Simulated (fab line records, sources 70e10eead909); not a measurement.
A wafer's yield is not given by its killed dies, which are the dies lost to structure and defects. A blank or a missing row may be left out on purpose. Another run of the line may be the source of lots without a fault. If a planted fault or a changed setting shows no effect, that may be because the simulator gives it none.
Matching of chambers | flow nand harc | NHARC_A_BONDPAD_DEP_00 on pecvd-01: 3 sister chambers
The step deposits SiCN, target thk 250 nm. 24 wafers are shown with their chamber, then 12 later ones without.

EACH WAFER AND ITS CHAMBER
wafer  | chamber | heater power w (W) | rf fwd power W (W) | chamber pressure Torr (Torr)
L074.1 | 2       | 467                | 450.8              | 2.991
L074.2 | 0       | 657                | 449.8              | 2.998
L074.3 | 1       | 625                | 449.4              | 3.010
L075.1 | 2       | 462                | 449.4              | 3.006
L075.3 | 1       | 745                | 448.9              | 3.009
L075.4 | 2       | 466                | 448.0              | 3.000
L077.2 | 1       | 712                | 445.7              | 3.003
L077.5 | 1       | 728                | 446.3              | 2.994
L077.6 | 2       | 509                | 448.0              | 2.991
L081.1 | 1       | 638                | 448.1              | 2.992
L081.2 | 0       | 661                | 450.3              | 2.994
L081.4 | 1       | 648                | 448.0              | 2.995
L087.1 | 1       | 615                | 449.3              | 2.992
L087.2 | 2       | 538                | 449.0              | 2.990
L087.4 | 1       | 622                | 449.9              | 3.005
L084.2 | 2       | 547                | 448.3              | 3.000
L084.4 | 1       | 685                | 450.4              | 2.993
L084.5 | 2       | 545                | 447.9              | 3.008
L086.3 | 0       | 670                | 450.3              | 2.993
L086.4 | 1       | 565                | 446.3              | 2.997
L086.6 | 0       | 539                | 448.6              | 2.996
L085.1 | 2       | 508                | 447.2              | 2.991
L085.3 | 0       | 666                | 450.3              | 2.994
L085.6 | 0       | 662                | 450.7              | 3.002

SIGNATURES (averages over the wafers above)
reading               | chamber 0 | chamber 1 | chamber 2 | scatter within a chamber
heater power w        | 642.50    | 658.30    | 505.25    | 49.6
rf fwd power W        | 450.000   | 448.230   | 448.575   | 1.31
chamber pressure Torr | 2.99617   | 2.99900   | 2.99713   | 0.00649
Rule: for a wafer and a chamber, the distance is found by dividing, reading by reading, the gap between the wafer's reading and the chamber's mean by the reading's scatter, squaring, summing and taking the root. If the next closest chamber is less than 2 further off than the closest, the wafer can't be placed; otherwise it belongs to the closest. The scatter: the root of (the sum of the squares of (reading less its chamber's mean) over the shown wafers, divided by (wafers less chambers)).

WAFERS WITH NO CHAMBER GIVEN
wafer  | heater power w (W) | rf fwd power W (W) | chamber pressure Torr (Torr)
L090.3 | 564                | 452.8              | 2.988
L090.5 | 585                | 449.4              | 3.000
L090.6 | 478                | 453.4              | 3.005
L089.2 | 524                | 449.2              | 3.001
L089.3 | 578                | 446.4              | 3.009
L089.4 | 659                | 448.2              | 2.998
L091.3 | 662                | 447.4              | 3.005
L091.4 | 503                | 451.1              | 2.989
L091.5 | 658                | 445.5              | 3.004
L096.1 | 534                | 450.1              | 3.002
L096.3 | 629                | 448.3              | 3.008
L096.4 | 538                | 450.5              | 3.001

THE CHAMBER EACH PASSED THROUGH
wafer  | from the rows above          | in truth
L090.3 | can't be placed: 0 or 2 or 1 | 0
L090.5 | can't be placed: 0 or 1 or 2 | 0
L090.6 | can't be placed: 2 or 0 or 1 | 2
L089.2 | can't be placed: 2 or 0 or 1 | 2
L089.3 | can't be placed: 1 or 2 or 0 | 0
L089.4 | can't be placed: 1 or 0      | 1
L091.3 | can't be placed: 1 or 0      | 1
L091.4 | can't be placed: 2 or 0 or 1 | 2
L091.5 | can't be placed: 1 or 0 or 2 | 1
L096.1 | can't be placed: 2 or 0 or 1 | 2
L096.3 | can't be placed: 1 or 0 or 2 | 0
L096.4 | can't be placed: 2 or 0 or 1 | 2
Correctly placed: 0 of 12. Not placeable from these rows: 12 (in 12, the candidates include the true chamber). Wrongly placed: 0.
